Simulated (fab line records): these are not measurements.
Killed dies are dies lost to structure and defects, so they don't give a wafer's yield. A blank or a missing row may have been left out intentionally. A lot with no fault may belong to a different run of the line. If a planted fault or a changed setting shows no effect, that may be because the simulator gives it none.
3 desks, one fault / flow n5 finfet / each desk has only its own numbers; what lay behind them comes last

== THE TOOL OWNER'S DESK: rie diel-06 ==
The tool's own readings at N5_BEOL_M14_ETCH_38 (etches SiCN in CF4/N2, target depth 106.5 nm, time 120.6 s): means of the sampled wafers that have a number, for each lot that ran on this tool. Any lot whose mean is over 4 standard deviations away from the usual mean is out of limits and marked OUT; that distance is given in the brackets.
Columns: A = drypump motor current A at N5_BEOL_M14_ETCH_38, usual 5.6 A; B = oes product au at N5_BEOL_M14_ETCH_38, usual 0.81 a.u.; C = rf vpp V at N5_BEOL_M14_ETCH_38, usual 382.7 V; D = showerhead plenum p Torr at N5_BEOL_M14_ETCH_38, usual 2.22 Torr; E = throttle valve pct at N5_BEOL_M14_ETCH_38, usual 15.45 %
lot=L130; first seen here=day 11 17:12; A=5.4; B=0.80; C=382.7; D=2.22; E=15.47
lot=L140; first seen here=day 14 05:58; A=5.5; B=0.71; C=383.5; D=2.26; E=15.44
lot=L144; first seen here=day 14 19:47; A=5.3; B=0.79; C=381.1; D=2.18; E=15.38
This desk's finding: nothing out of limits on any of the 3 lots.

== THE DEFECT DESK ==
Inspection counts along the route, by lot: the mean over sampled wafers that carry a number. Any lot whose mean is over 4 standard deviations away from the usual mean is out of limits and marked OUT; that distance is given in the brackets.
Columns: A = raw defect count at N5_BEOL_M14_INSPECT_30, usual 2.3
lot=L131; first seen here=day 11 04:28; A=2.7
lot=L130; first seen here=day 11 13:03; A=2.3
lot=L140; first seen here=day 14 02:34; A=4.0
lot=L144; first seen here=day 14 18:31; A=2.0
lot=L148; first seen here=day 16 01:16; A=3.7
lot=L149; first seen here=day 16 07:59; A=3.3
This desk's finding: nothing out of limits on any of the 6 lots.

== AT THE METROLOGY DESK ==
Lot by lot, what the gauges showed, no matter which tool ran the lot: averages of those sampled wafers that carry a number. Any lot whose mean is over 4 standard deviations away from the usual mean is out of limits and marked OUT; that distance is given in the brackets.
Columns: A = cd nm at N5_BEOL_M14_CD_MEAS_28, usual 285.1 nm; B = M14_OVL at N5_BEOL_M14_OVL_MEAS_29, usual 3 nm; C = trench depth nm at N5_BEOL_M14_OCD_MEAS_35, usual 559 nm
lot=L131; first seen here=day 11 04:24; A=282.6; B=-0; C=547
lot=L130; first seen here=day 11 13:00; A=283.3; B=-2; C=581
lot=L140; first seen here=day 14 02:31; A=283.9; B=6; C=567
lot=L144; first seen here=day 14 18:28; A=287.1; B=6; C=552
lot=L148; first seen here=day 16 01:13; A=284.6; B=5; C=558
lot=L149; first seen here=day 16 07:56; A=286.9; B=9; C=567
This desk's finding: nothing out of limits on any of the 6 lots.

== BROUGHT TOGETHER ==
The tool owner's desk saw nothing out of limits.
The defect desk saw nothing out of limits.
The metrology desk saw nothing out of limits.

== WHAT THE SIMULATOR HAD PUT IN ==
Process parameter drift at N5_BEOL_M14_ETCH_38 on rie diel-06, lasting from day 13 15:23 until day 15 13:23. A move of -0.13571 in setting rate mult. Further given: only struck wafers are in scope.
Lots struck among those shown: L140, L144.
